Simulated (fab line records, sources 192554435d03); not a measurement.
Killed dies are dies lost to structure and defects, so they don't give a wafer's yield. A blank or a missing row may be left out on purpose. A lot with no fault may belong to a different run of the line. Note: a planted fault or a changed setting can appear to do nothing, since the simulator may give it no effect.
Matching of chambers || flow n5Finfet || N5_BEOL_M0_SAQP_DESCUM_19 on rieDiel-02 has 4 sister chambers
The step chemistry O2, time 7.9 s. 8 wafers are shown with their chamber, then 8 later ones without.

WAFERS, EACH WITH ITS CHAMBER
{"wafer": "L074.2", "chamber": 1, "drypumpMotorCurrentA (A)": 5.6, "throttleValvePct (%)": 20.68}
{"wafer": "L081.3", "chamber": 2, "drypumpMotorCurrentA (A)": 5.6, "throttleValvePct (%)": 20.60}
{"wafer": "L080.1", "chamber": 2, "drypumpMotorCurrentA (A)": 5.7, "throttleValvePct (%)": 20.61}
{"wafer": "L080.6", "chamber": 3, "drypumpMotorCurrentA (A)": 5.0, "throttleValvePct (%)": 20.59}
{"wafer": "L082.4", "chamber": 0, "drypumpMotorCurrentA (A)": 5.8, "throttleValvePct (%)": 20.06}
{"wafer": "L082.5", "chamber": 0, "drypumpMotorCurrentA (A)": 5.8, "throttleValvePct (%)": 20.04}
{"wafer": "L082.6", "chamber": 3, "drypumpMotorCurrentA (A)": 5.0, "throttleValvePct (%)": 20.61}
{"wafer": "L087.1", "chamber": 1, "drypumpMotorCurrentA (A)": 5.6, "throttleValvePct (%)": 20.70}

WAFERS MISSING THEIR CHAMBER
{"wafer": "L087.2", "drypumpMotorCurrentA (A)": 5.7, "throttleValvePct (%)": 20.08}
{"wafer": "L087.6", "drypumpMotorCurrentA (A)": 5.6, "throttleValvePct (%)": 20.71}
{"wafer": "L092.4", "drypumpMotorCurrentA (A)": 5.7, "throttleValvePct (%)": 20.61}
{"wafer": "L092.5", "drypumpMotorCurrentA (A)": 5.8, "throttleValvePct (%)": 20.09}
{"wafer": "L092.6", "drypumpMotorCurrentA (A)": 5.0, "throttleValvePct (%)": 20.63}
{"wafer": "L097.1", "drypumpMotorCurrentA (A)": 5.0, "throttleValvePct (%)": 20.64}
{"wafer": "L097.5", "drypumpMotorCurrentA (A)": 5.0, "throttleValvePct (%)": 20.63}
{"wafer": "L097.6", "drypumpMotorCurrentA (A)": 5.6, "throttleValvePct (%)": 20.62}

WHICH CHAMBER EACH ONE RAN IN
{"wafer": "L087.2", "from the rows above": 0, "in truth": 0}
{"wafer": "L087.6", "from the rows above": 1, "in truth": 1}
{"wafer": "L092.4", "from the rows above": 2, "in truth": 2}
{"wafer": "L092.5", "from the rows above": 0, "in truth": 0}
{"wafer": "L092.6", "from the rows above": 3, "in truth": 3}
{"wafer": "L097.1", "from the rows above": 3, "in truth": 3}
{"wafer": "L097.5", "from the rows above": 3, "in truth": 3}
{"wafer": "L097.6", "from the rows above": 2, "in truth": 2}
8 of 8 placed correctly. Can't be placed from these rows: 0. Placed wrongly: 0.
How it was worked out, from the rows above alone: a wafer's distance from a chamber is the root of the sum, over the readings, of the square of ((its reading less the chamber's mean) divided by the reading's scatter). If the next closest chamber is less than 2 further off than the closest, the wafer can't be placed; otherwise it belongs to the closest. The mean given for a chamber averages the wafers shown for that chamber. How the scatter is found: for the shown wafers, subtract from each reading the mean of its chamber, square and add these, divide the total by (wafers less chambers), then take the root.
